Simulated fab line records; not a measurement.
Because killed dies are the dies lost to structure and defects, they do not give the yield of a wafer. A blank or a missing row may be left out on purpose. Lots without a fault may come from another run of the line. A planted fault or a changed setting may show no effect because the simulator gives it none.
Matching of chambers | flow n5Finfet | N5_BEOL_M6_DEP_56 on pecvd-01 has 3 sister chambers
The step deposits SiCN from 3MS/NH3, target thk 10 nm, time 17.5 s. 6 wafers are shown with their chamber, then 8 later ones without.

## WAFERS PAIRED WITH THEIR CHAMBERS
wafer  | chamber | showerheadPlenumPTorr (Torr) | throttleValvePct (%)
L074.5 | 2       | 3.629                        | 8.2
L088.5 | 2       | 3.639                        | 8.3
L089.3 | 0       | 3.664                        | 8.5
L089.5 | 1       | 3.660                        | 8.6
L089.6 | 0       | 3.665                        | 8.7
L090.1 | 1       | 3.674                        | 8.4

## WAFERS WITH NO CHAMBER GIVEN
wafer  | showerheadPlenumPTorr (Torr) | throttleValvePct (%)
L090.4 | 3.676                        | 8.4
L090.5 | 3.637                        | 8.8
L092.2 | 3.629                        | 8.3
L092.5 | 3.635                        | 8.4
L092.6 | 3.662                        | 8.3
L097.3 | 3.659                        | 8.3
L097.4 | 3.640                        | 8.4
L097.6 | 3.674                        | 8.5

## WHICH CHAMBER EACH WENT THROUGH
wafer  | from the rows above          | in truth
L090.4 | can't be placed: 1 or 0      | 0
L090.5 | can't be placed: 0 or 2 or 1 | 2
L092.2 | 2                            | 2
L092.5 | 2                            | 2
L092.6 | can't be placed: 1 or 0      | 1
L097.3 | can't be placed: 1 or 0 or 2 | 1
L097.4 | 2                            | 2
L097.6 | can't be placed: 1 or 0      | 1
Correct placement for 3 of the 8. From these rows, 5 cannot be placed; in 5 the true chamber is one of the candidates. Wrongly placed: 0.
How it was worked out, from the rows above alone: a wafer's distance from a chamber is the root of the sum, over the readings, of the square of ((its reading less the chamber's mean) divided by the reading's scatter). The wafer belongs to the nearest chamber; if the next one is less than 2 further off, it can't be placed. A chamber's mean is the mean of its shown wafers. The scatter: the root of (the sum of the squares of (reading less its chamber's mean) over the shown wafers, divided by (wafers less chambers)).
